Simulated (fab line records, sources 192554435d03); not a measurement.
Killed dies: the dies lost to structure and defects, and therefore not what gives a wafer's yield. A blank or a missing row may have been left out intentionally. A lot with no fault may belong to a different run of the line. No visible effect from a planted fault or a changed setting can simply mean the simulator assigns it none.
Comparing a struck lot with a sound one || flow n5-finfet || 18 out of 1938 route steps
Sound: the wafers L367.4, L367.5, L367.6. Wafers struck: L376.2, L376.5, L376.6. The cause is named last.
Each step with rows lists, per side, the tool, then ch with its chambers, then its first start. Under that, the readings that differ: sound wafers || struck wafers || difference of the means || sigmas: that difference in standard deviations of wafers without a fault.
alike: readings whose means differ by less than 2 such deviations, and words and numbers that are the same on both sides. not compared: withheld readings, readings that some wafer has no value for, bounds like >300 that may hide the same value, and numbers for which the record gives no deviation and whose values overlap.
The two part at a step that has a row with sigmas, a row that says differs or no value, or rows on one side only. Numbers that don't overlap but have no deviation are shown without sigmas and don't part them. Lack of a reading on every wafer of one side parts them only where that side has two or more wafers.

N5_BEOL_M0_CUTY_OVL_MEAS_58:
  sound on overlay-01 ch 0, day 7 05:30; struck on overlay-01 ch 0, day 9 13:04
  alike: M0_ABLK_OVL
N5_BEOL_M0_CUTY_INSPECT_59: inspects for defects (macro).
  sound on defect-inspect-01 at day 7 05:32; struck on defect-inspect-02 at day 9 13:05
  alike: raw-defect-count
then, 2 steps without rows for these wafers: N5_BEOL_M0_CUTY_DESCUM_61 (chemistry O2, time 7.9 s); N5_BEOL_M0_CUTY_ETCH_62 (etches SiARC in CF4, time 58.5 s).
N5_BEOL_M0_CUTY_ETCH_63: etches SOC in N2/H2, target depth 82.7 nm, overetch 16.5 nm, time 124 s.
  sound on rie-diel-05 ch 1,2,3, day 7 06:20; struck on rie-diel-05 ch 1,2, day 9 13:12
  alike: drypump-motor-current-A, h2-flow-sccm, oes-product-au, rf-fwd-power-W, rf-vpp-V, showerhead-plenum-p-Torr, throttle-valve-pct
  not compared: rf-hours-counter-h
then, 3 steps without rows for these wafers: N5_BEOL_M0_CUTY_STRIP_64 (strips in N2/H2); N5_BEOL_M0_ETCH_138 (etches SiCN in CH3F/O2, target depth 12 nm, time 31.6 s); N5_BEOL_M0_HM_OPEN_105 (chemistry Cl2/BCl3, target TiN, target depth 12 nm).
N5_BEOL_M0_STRIP_140: strips in CF4.
  sound on rie-diel-02 ch 0,2,3, day 7 08:20; struck on rie-diel-04 ch 2,3, day 9 14:22
  alike: bias-power-w, drypump-motor-current-A, oes-product-au, rf-vpp-V, showerhead-plenum-p-Torr, throttle-valve-pct
  not compared: rf-hours-counter-h
N5_BEOL_M0_STRIP_104: strips in N2/H2.
  sound on rie-diel-02 ch 0,2,3, day 7 08:22; struck on rie-diel-04 ch 2,3, day 9 14:23
  alike: bias-power-w, drypump-motor-current-A, h2-flow-sccm, oes-product-au, rf-vpp-V, showerhead-plenum-p-Torr, throttle-valve-pct
  not compared: rf-hours-counter-h
then, 1 step without rows for these wafers: N5_BEOL_M0_WET_ETCH_106 (etches SiO2 in DHF, target depth 130 nm, rinse time 30 s).
N5_BEOL_M0_ETCH_128: etches SiCN in CF4/N2, target depth 12 nm, overetch 5.1 nm, time 21.4 s.
  sound on rie-diel-04 ch 0,1,2, day 7 08:39; struck on rie-diel-02 ch 0,1,3, day 9 14:40
  alike: drypump-motor-current-A, oes-product-au, rf-fwd-power-W, rf-vpp-V, showerhead-plenum-p-Torr, throttle-valve-pct
  not compared: rf-hours-counter-h
N5_BEOL_M0_TRENCH_ETCH_107: etches SiOC in C4F6/O2, target depth 32.8 nm, time 16.4 s.
  sound on rie-diel-04 ch 0,1,2, day 7 08:41; struck on rie-diel-02 ch 0,1,3, day 9 14:42
{"reading": "rf-fwd-power-W (W)", "sound": "350.1 348.8 347.1", "struck": "431.7 434.3 436.8", "difference": "+85.6", "sigmas": "+50"}
{"reading": "rf-vpp-V (V)", "sound": "655 649 671", "struck": "579 613 565", "difference": -73, "sigmas": -4}
{"reading": "model.BEOL_M0.feature-depth-nm (nm)", "sound": "32.4 32.4 33", "struck": "34 35 34.6", "difference": "+2", "sigmas": ""}
  alike: O2_flow_sccm, drypump-motor-current-A, oes-product-au, showerhead-plenum-p-Torr, throttle-valve-pct
  not compared: rf-hours-counter-h
N5_BEOL_M0_STRIP_142: strips in N2/H2, time 10 s.
  sound on rie-diel-04 ch 0,1,2, day 7 08:43; struck on rie-diel-02 ch 0,1,3, day 9 14:44
  alike: bias-power-w, drypump-motor-current-A, h2-flow-sccm, oes-product-au, rf-vpp-V, showerhead-plenum-p-Torr, throttle-valve-pct
  not compared: rf-hours-counter-h
N5_BEOL_M0_OCD_MEAS_108:
  sound on ocd-02 at day 7 08:47; struck on ocd-02 at day 9 14:49
{"reading": "trench-depth-nm (nm)", "sound": "32.4 32.7 33.2", "struck": "34.5 34.9 34.5", "difference": "+1.9", "sigmas": "+2"}
then, 1 step without rows for these wafers: N5_BEOL_M0_HM_STRIP_129 (strips TiN in peroxide tin strip, target depth 17 nm, time 108 s).
N5_BEOL_M4_RC_MEAS_101:
  sound on prober-01 ch 0, day 9 11:53; struck on prober-02 ch 0, day 11 11:07
  alike: DIBL_N, DIBL_P, IOFF_N, IOFF_P, ION_N, ION_P, SS_N, SS_P, VT_N, VT_P
-- a jump in the record: the struck wafers' starts before and after are 5 days apart (it breaks off in module BEOL_M4 and resumes in module PASSIVATION, where the first step shown is number 1936 of the route) --
N5_PASSIVATION_PROBE_49:
  sound on prober-01 at day 14 03:05; struck on prober-02 at day 16 04:32
  alike: defect-limited-yield, killed_at_M0_to_M3, killed_at_M4_up, killed-at-contacts, killed-at-front-end, killed-at-other, killed-dies, killed-open, killed-short, sort_bin_5_function, sort_bin_6_memory, sort_bin_8_speed, sort-n-pass, sort-yield-pct

WHERE THEY PART
Last at N5_BEOL_M0_OCD_MEAS_108 as far as this record goes, first at N5_BEOL_M0_TRENCH_ETCH_107. Later steps at which nothing parts them and some readings are alike: N5_BEOL_M4_RC_MEAS_101, N5_PASSIVATION_PROBE_49.

WHY: whatever the simulator had introduced
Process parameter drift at N5_BEOL_M0_TRENCH_ETCH_107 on rie-diel-02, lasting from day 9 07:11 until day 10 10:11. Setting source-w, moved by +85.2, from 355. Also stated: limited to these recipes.
